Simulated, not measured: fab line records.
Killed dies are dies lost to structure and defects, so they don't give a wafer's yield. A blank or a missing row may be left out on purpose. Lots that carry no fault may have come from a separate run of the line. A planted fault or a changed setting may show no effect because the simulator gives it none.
Matching of chambers + flow n5_finfet + N5_BEOL_M1_DEP_57 on pecvd-02 has 3 sister chambers
The step deposits SiCN from 3MS/NH3, target thk 8 nm, time 14 s. 6 wafers are shown with their chamber, then 12 later ones without.

WAFERS WITH THEIR CHAMBER
| wafer  | chamber | throttle_valve_pct (%) | showerhead_plenum_p_Torr (Torr) |
|--------|---------|------------------------|---------------------------------|
| L081.5 | 0       | 8.6                    | 3.660                           |
| L087.1 | 0       | 8.7                    | 3.654                           |
| L088.3 | 2       | 7.9                    | 3.653                           |
| L090.1 | 2       | 8.0                    | 3.664                           |
| L090.2 | 1       | 9.3                    | 3.682                           |
| L090.3 | 1       | 9.3                    | 3.670                           |

WAFERS WITH NO CHAMBER GIVEN
| wafer  | throttle_valve_pct (%) | showerhead_plenum_p_Torr (Torr) |
|--------|------------------------|---------------------------------|
| L094.1 | 8.8                    | 3.655                           |
| L094.2 | 9.6                    | 3.680                           |
| L094.3 | 8.4                    | 3.665                           |
| L094.4 | 8.9                    | 3.657                           |
| L094.5 | 8.2                    | 3.665                           |
| L094.6 | 9.5                    | 3.682                           |
| L095.2 | 9.3                    | 3.670                           |
| L095.4 | 8.0                    | 3.667                           |
| L095.5 | 9.7                    | 3.677                           |
| L097.2 | 8.7                    | 3.664                           |
| L097.3 | 9.2                    | 3.682                           |
| L097.5 | 8.8                    | 3.658                           |

EACH ONE'S CHAMBER
| wafer  | from the rows above | in truth                   |
|--------|---------------------|----------------------------|
| L094.1 | 0                   | 0                          |
| L094.2 | 1                   | 1                          |
| L094.3 | 0                   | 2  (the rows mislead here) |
| L094.4 | 0                   | 0                          |
| L094.5 | 2                   | 2                          |
| L094.6 | 1                   | 1                          |
| L095.2 | 1                   | 1                          |
| L095.4 | 2                   | 2                          |
| L095.5 | 1                   | 1                          |
| L097.2 | 0                   | 0                          |
| L097.3 | 1                   | 1                          |
| L097.5 | 0                   | 0                          |
Correct placement for 11 of the 12. Left unplaced by these rows: 0. Wrongly placed: 1.
How it was worked out, from the rows above alone: a wafer's distance from a chamber is the root of the sum, over the readings, of the square of ((its reading less the chamber's mean) divided by the reading's scatter). The wafer belongs to the nearest chamber; if the next one is less than 2 further off, it can't be placed. The mean given for a chamber averages the wafers shown for that chamber. The scatter: take each reading less its chamber's mean, square it, sum over the shown wafers, divide by the number of wafers less the number of chambers, and take the root.
